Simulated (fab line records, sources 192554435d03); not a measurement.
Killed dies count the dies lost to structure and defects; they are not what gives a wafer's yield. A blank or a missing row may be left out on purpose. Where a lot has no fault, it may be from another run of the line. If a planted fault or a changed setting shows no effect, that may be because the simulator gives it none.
Matching of chambers / flow n5 finfet / N5_FIN_CUT_STRIP_24 on rie diel-02 has 4 sister chambers
The step strips in CF4. 14 wafers are shown with their chamber, then 7 later ones without.

## WAFERS, EACH WITH ITS CHAMBER
wafer=L074.1; chamber=2; showerhead plenum p Torr (Torr)=1.77; drypump motor current A (A)=5.2; throttle valve pct (%)=13.49
wafer=L074.4; chamber=0; showerhead plenum p Torr (Torr)=1.81; drypump motor current A (A)=5.7; throttle valve pct (%)=13.67
wafer=L074.5; chamber=3; showerhead plenum p Torr (Torr)=1.85; drypump motor current A (A)=6.3; throttle valve pct (%)=13.48
wafer=L079.3; chamber=0; showerhead plenum p Torr (Torr)=1.81; drypump motor current A (A)=5.7; throttle valve pct (%)=13.67
wafer=L079.4; chamber=1; showerhead plenum p Torr (Torr)=1.67; drypump motor current A (A)=5.7; throttle valve pct (%)=13.14
wafer=L079.6; chamber=3; showerhead plenum p Torr (Torr)=1.85; drypump motor current A (A)=6.3; throttle valve pct (%)=13.52
wafer=L080.3; chamber=1; showerhead plenum p Torr (Torr)=1.67; drypump motor current A (A)=5.7; throttle valve pct (%)=13.15
wafer=L080.5; chamber=2; showerhead plenum p Torr (Torr)=1.77; drypump motor current A (A)=5.2; throttle valve pct (%)=13.53
wafer=L080.6; chamber=3; showerhead plenum p Torr (Torr)=1.85; drypump motor current A (A)=6.3; throttle valve pct (%)=13.53
wafer=L088.1; chamber=2; showerhead plenum p Torr (Torr)=1.76; drypump motor current A (A)=5.1; throttle valve pct (%)=13.57
wafer=L088.4; chamber=3; showerhead plenum p Torr (Torr)=1.85; drypump motor current A (A)=6.2; throttle valve pct (%)=13.55
wafer=L088.6; chamber=0; showerhead plenum p Torr (Torr)=1.80; drypump motor current A (A)=5.7; throttle valve pct (%)=13.73
wafer=L089.1; chamber=2; showerhead plenum p Torr (Torr)=1.76; drypump motor current A (A)=5.2; throttle valve pct (%)=13.57
wafer=L089.5; chamber=1; showerhead plenum p Torr (Torr)=1.67; drypump motor current A (A)=5.7; throttle valve pct (%)=13.20

SIGNATURES (averages over the wafers above)
reading=showerhead plenum p Torr; chamber 0=1.8067; chamber 1=1.6700; chamber 2=1.7650; chamber 3=1.8500; scatter within a chamber=0.00408
reading=drypump motor current A; chamber 0=5.700; chamber 1=5.700; chamber 2=5.175; chamber 3=6.275; scatter within a chamber=0.0387
reading=throttle valve pct; chamber 0=13.6900; chamber 1=13.1633; chamber 2=13.5400; chamber 3=13.5200; scatter within a chamber=0.0339
Rule: for a wafer and a chamber, the distance is found by dividing, reading by reading, the gap between the wafer's reading and the chamber's mean by the reading's scatter, squaring, summing and taking the root. If the next closest chamber is less than 2 further off than the closest, the wafer can't be placed; otherwise it belongs to the closest. The scatter is the square root of a quotient: the sum, over the shown wafers, of each reading's squared deviation from its chamber's mean, divided by wafers minus chambers.

## WAFERS WITHOUT THEIR CHAMBER
wafer=L089.6; showerhead plenum p Torr (Torr)=1.76; drypump motor current A (A)=5.2; throttle valve pct (%)=13.56
wafer=L090.1; showerhead plenum p Torr (Torr)=1.80; drypump motor current A (A)=5.7; throttle valve pct (%)=13.70
wafer=L090.3; showerhead plenum p Torr (Torr)=1.76; drypump motor current A (A)=5.2; throttle valve pct (%)=13.57
wafer=L090.4; showerhead plenum p Torr (Torr)=1.84; drypump motor current A (A)=6.3; throttle valve pct (%)=13.56
wafer=L093.1; showerhead plenum p Torr (Torr)=1.84; drypump motor current A (A)=6.3; throttle valve pct (%)=13.59
wafer=L093.3; showerhead plenum p Torr (Torr)=1.80; drypump motor current A (A)=5.7; throttle valve pct (%)=13.73
wafer=L093.4; showerhead plenum p Torr (Torr)=1.80; drypump motor current A (A)=5.7; throttle valve pct (%)=13.73

## EACH ONE'S CHAMBER
wafer=L089.6; from the rows above=2; in truth=2
wafer=L090.1; from the rows above=0; in truth=0
wafer=L090.3; from the rows above=2; in truth=2
wafer=L090.4; from the rows above=3; in truth=3
wafer=L093.1; from the rows above=3; in truth=3
wafer=L093.3; from the rows above=0; in truth=0
wafer=L093.4; from the rows above=0; in truth=0
7 of 7 placed correctly. From these rows, 0 cannot be placed. Placed wrongly: 0.
